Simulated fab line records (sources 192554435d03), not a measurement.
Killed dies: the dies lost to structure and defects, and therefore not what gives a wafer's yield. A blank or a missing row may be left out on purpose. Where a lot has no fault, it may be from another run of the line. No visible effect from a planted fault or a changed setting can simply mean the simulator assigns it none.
Split-lot study ; flow n5Finfet ; 39 wafers read across 7 lots, on a route 1938 steps long

== THE SPLIT ITSELF ==
At N5_BEOL_M7_TRENCH_ETCH_37 (etches SiCOH lowk in C4F6/O2, target depth 93.478 nm, time 31.2 s), the setting timeS was moved away from the recipe's 31.2 s on 15 of the 39 wafers read, by -55.2% to +31.0%. The other wafers ran this setting at the recipe's value.

== FROM THE SPLIT TO THE READING: what the file shows between them, 11 steps ==
- N5_BEOL_M7_ETCH_41: etches SiCN in CH3F/O2, target depth 31.9 nm, time 57.8 s
- N5_BEOL_M7_STRIP_80: strips in N2/H2, time 10 s
- N5_BEOL_M7_OCD_MEAS_38
- N5_BEOL_M7_HM_STRIP_39: strips TiN in peroxide tin strip, target depth 25 nm, time 158 s
- N5_BEOL_M7_SRD_40: time 30 s
- N5_BEOL_M7_ECD_50: material Cu, target thk 300 nm
- N5_BEOL_M7_ANNEAL_51: time 90 s
- N5_BEOL_M7_CMP_52: polishes, stops on SiCOH lowk, t overpolish 6.9 s, target thk 80 nm
- N5_BEOL_M7_THK_MEAS_53: measures by xrf
- N5_BEOL_M7_PRE_CLEAN_55: time 15 s
- N5_BEOL_M7_DEP_56: deposits SiCN from 3MS/NH3, target thk 10 nm, time 17.5 s

== THE READING ==
M7_RS in ohm/sq, measured at N5_BEOL_M7_RS_MEAS_57 by four-point-probe. Fault-free wafers of this fab line usually give 0.289 ohm/sq, standard deviation 0.0099 ohm/sq.

wafer;tool, chamber at the split;timeS as run, s;against the recipe;M7_RS, ohm/sq;against lot-mates on the recipe
L080.1;rieDiel-04, 2;40.87;+31.0%;0.195;-0.086
L080.2;rieDiel-04, 0;40.87;+31.0%;0.207;-0.074
L080.3;rieDiel-04, 1;31.2;recipe;0.299;-
L080.4;rieDiel-04, 3;31.2;recipe;0.271;-
L080.5;rieDiel-04, 2;40.87;+31.0%;0.200;-0.081
L080.6;rieDiel-04, 3;31.2;recipe;0.273;-
L079.1;rieDiel-04, 3;31.2;recipe;0.276;-
L079.2;rieDiel-04, 0;31.2;recipe;0.297;-
L079.3;rieDiel-04, 1;31.2;recipe;0.298;-
L079.4;rieDiel-04, 2;31.2;recipe;0.290;-
L079.5;rieDiel-04, 3;31.2;recipe;0.274;-
L079.6;rieDiel-04, 0;31.2;recipe;0.295;-
L081.1;rieDiel-04, 1;31.2;recipe;0.292;-
L081.2;rieDiel-04, 0;40.69;+30.4%;0.207;-0.073
L081.3;rieDiel-04, 2;40.69;+30.4%;0.201;-0.079
L081.4;rieDiel-04, 3;31.2;recipe;0.274;-
L081.5;rieDiel-04, 3;31.2;recipe;0.273;-
L081.6;rieDiel-04, 2;40.69;+30.4%;0.203;-0.077
L083.1;rieDiel-02, 0;26.4;-15.4%;0.365;+0.090
L083.2;rieDiel-02, 3;31.2;recipe;0.275;-
L083.3;rieDiel-02, 2;26.4;-15.4%;0.342;+0.067
L083.4;rieDiel-02, 1;31.2;recipe;0.275;-
L083.5;rieDiel-02, 1;31.2;recipe;0.276;-
L083.6;rieDiel-02, 2;26.4;-15.4%;0.358;+0.083
L093.1;rieDiel-02, 3;21.39;-31.4%;0.485;+0.199
L093.2;rieDiel-02, 1;31.2;recipe;0.279;-
L093.3;rieDiel-02, 2;31.2;recipe;0.287;-
L093.4;rieDiel-02, 0;21.39;-31.4%;0.475;+0.189
L093.5;rieDiel-02, 0;31.2;recipe;0.291;-
L093.6;rieDiel-02, 1;21.39;-31.4%;0.479;+0.193
L094.1;rieDiel-03, 0;31.2;recipe;0.296;-
L094.2;rieDiel-03, 3;13.97;-55.2%;1.034;+0.734
L094.3;rieDiel-03, 1;31.2;recipe;0.304;-
L094.4;rieDiel-03, 2;13.97;-55.2%;1.091;+0.791
L094.5;rieDiel-03, 1;31.2;recipe;0.300;-
L094.6;rieDiel-03, 0;13.97;-55.2%;1.130;+0.830
L096.1;rieDiel-02, 2;31.2;recipe;0.293;-
L096.3;rieDiel-02, 3;31.2;recipe;0.291;-
L096.4;rieDiel-02, 3;31.2;recipe;0.286;-

THE FIT
A straight line over all 39 wafers: M7_RS changes by -0.00889 ohm/sq for each +1% of timeS; r = -0.87; the points scatter about the line by 0.11 ohm/sq.
The same after taking each lot's own level away (the mean of its wafers on the recipe; 39 wafers): -0.00873 ohm/sq for each +1%; r = -0.87; scatter 0.11 ohm/sq.
On that fit, the largest move of timeS shifts the reading by 0.48 ohm/sq.
Across the lots, their own levels run from 0.2753 to 0.3000 ohm/sq, a range of 2.5 times the standard deviation given above.
Hence the lot-to-lot level has little effect on the slope; both slopes agree.
Check: for one of the wafers moved furthest among these (-55.2%), held out of the fit, the line's prediction against its lot-mates is +0.479 ohm/sq. It came out at +0.734 ohm/sq against them.

== THE WHOLE CHAIN: every reading that the file lists as answering this split, in the file's order ==
step;what it does;reading;change (the file's fit);r (the file's)
N5_BEOL_M7_TRENCH_ETCH_37;etches SiCOH lowk in C4F6/O2, target depth 93.478 nm, time 31.2 s;BEOL_M7.featureDepthNm (the simulator's own value, which no gauge read);+0.891 nm for each +1% of the setting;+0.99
N5_BEOL_M7_TRENCH_ETCH_37;etches SiCOH lowk in C4F6/O2, target depth 93.478 nm, time 31.2 s;etch.depthNm (the simulator's own value, which no gauge read);+0.891 nm for each +1% of the setting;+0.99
N5_BEOL_M7_TRENCH_ETCH_37;etches SiCOH lowk in C4F6/O2, target depth 93.478 nm, time 31.2 s;TiN_of_BEOL_M7_HM_DEP_02.thkNm (the simulator's own value, which no gauge read);-0.029 nm for each +1% of the setting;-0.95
N5_BEOL_M7_OCD_MEAS_38;;trenchDepthNm;+0.891 nm for each +1% of the setting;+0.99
N5_BEOL_M7_CMP_52;polishes, stops on SiCOH lowk, t overpolish 6.9 s, target thk 80 nm;Cu_of_BEOL_M7_ECD_50.thkNm (the simulator's own value, which no gauge read);+0.886 nm for each +1% of the setting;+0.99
N5_BEOL_M7_THK_MEAS_53;measures by xrf;M7_THK;+0.895 for each +1% of the setting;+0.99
N5_BEOL_M7_RS_MEAS_57;measures by four-point-probe;M7_RS;-0.00901 for each +1% of the setting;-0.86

== FILE'S OWN FIT ==
M7_RS changes by -0.00901 ohm/sq for each +1% of timeS, r = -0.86.
